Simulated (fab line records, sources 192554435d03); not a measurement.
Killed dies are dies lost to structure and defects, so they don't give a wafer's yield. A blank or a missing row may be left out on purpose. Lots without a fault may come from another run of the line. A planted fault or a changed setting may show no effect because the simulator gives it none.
One fault seen from 2 desks | flow n5_finfet | each desk has only its own numbers; what lay behind them comes last

THE TOOL OWNER'S DESK: pvd_sputter-01
The tool's own readings at N5_MIM_TOP_SPUTTER_03 (material TiN, target thk 35 nm, time 89.7 s): means of the sampled wafers that have a number, for each lot that ran on this tool. A lot is out of limits, marked OUT, if its mean lies more than 4 standard deviations from the usual mean; the brackets give that distance.
Columns: A = cathode_dc_power_W at N5_MIM_TOP_SPUTTER_03, usual 2999.9 W; B = throttle_valve_pct at N5_MIM_TOP_SPUTTER_03, usual 29.4 %
lot  | first seen here | A                        | B
L443 | day 12 03:50    | 2999.7                   | 29.0
L440 | day 12 14:22    | 3000.0                   | 29.0
L444 | day 13 02:32    | 2999.4                   | 28.9
L455 | day 15 10:56    | 3707.5 (+99 or more) OUT | 29.6
L454 | day 15 11:03    | 3707.4 (+99 or more) OUT | 28.9
This desk's finding: out of limits on L454, L455; first on L455, day 15 10:56 (cathode_dc_power_W at N5_MIM_TOP_SPUTTER_03). In limits: L443, L440, L444.

THE METROLOGY DESK
What the gauges read, lot by lot, whatever tool the lot ran on: means of the sampled wafers that have a number. A lot is out of limits, marked OUT, if its mean lies more than 4 standard deviations from the usual mean; the brackets give that distance. Of its 11 readings 7 are shown: those that lie furthest out on some lot.
Columns: A = DIBL_N at N5_BEOL_M4_RC_MEAS_101, usual 36.9 mV/V; B = DIBL_P at N5_BEOL_M4_RC_MEAS_101, usual 37.1 mV/V; C = IOFF_N at N5_BEOL_M4_RC_MEAS_101, usual 0.17 nA/um; D = IOFF_P at N5_BEOL_M4_RC_MEAS_101, usual 0.23 nA/um; E = ION_P at N5_BEOL_M4_RC_MEAS_101, usual 462 uA/um; F = VT_N at N5_BEOL_M4_RC_MEAS_101, usual 250 mV; G = VT_P at N5_BEOL_M4_RC_MEAS_101, usual -249.7 mV
lot  | first seen here | A    | B    | C    | D    | E   | F   | G
L443 | day 8 12:47     | 35.0 | 34.5 | 0.14 | 0.18 | 457 | 251 | -251.9
L442 | day 8 13:13     | 40.1 | 42.5 | 0.26 | 0.32 | 468 | 243 | -245.5
L440 | day 8 17:35     | 38.3 | 37.9 | 0.19 | 0.20 | 449 | 249 | -250.9
L445 | day 9 03:45     | 39.5 | 39.5 | 0.20 | 0.29 | 468 | 247 | -245.2
L444 | day 9 05:56     | 35.9 | 35.7 | 0.15 | 0.20 | 459 | 253 | -250.8
L446 | day 9 06:20     | 37.7 | 37.7 | 0.18 | 0.24 | 461 | 250 | -248.4
L447 | day 9 13:22     | 36.5 | 35.4 | 0.14 | 0.21 | 462 | 253 | -250.1
L454 | day 11 17:58    | 37.6 | 37.5 | 0.16 | 0.23 | 462 | 253 | -249.0
L455 | day 11 19:59    | 38.6 | 39.1 | 0.18 | 0.22 | 461 | 249 | -252.3
L456 | day 12 08:41    | 39.5 | 40.1 | 0.20 | 0.26 | 470 | 246 | -247.9
L458 | day 12 15:34    | 36.6 | 36.7 | 0.16 | 0.19 | 456 | 250 | -251.5
This desk's finding: nothing out of limits on any of the 11 lots.

PUT TOGETHER
The tool owner's desk could have raised an alarm at day 15 10:56, on L454, L455.
The metrology desk saw nothing out of limits.
The metrology desk has L454, L455 on record, within its limits.
Of the lots named, all ran N5_MIM_TOP_SPUTTER_03 on pvd_sputter-01.

WHAT THE SIMULATOR HAD PUT IN
Process parameter drift: pvd_sputter-01, from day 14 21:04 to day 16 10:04, at N5_MIM_TOP_SPUTTER_03. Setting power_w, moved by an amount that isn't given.
Lots struck among those shown: L454, L455.
Hours from the fault's start to each desk's first reading out of limits: the tool owner's desk, 14.
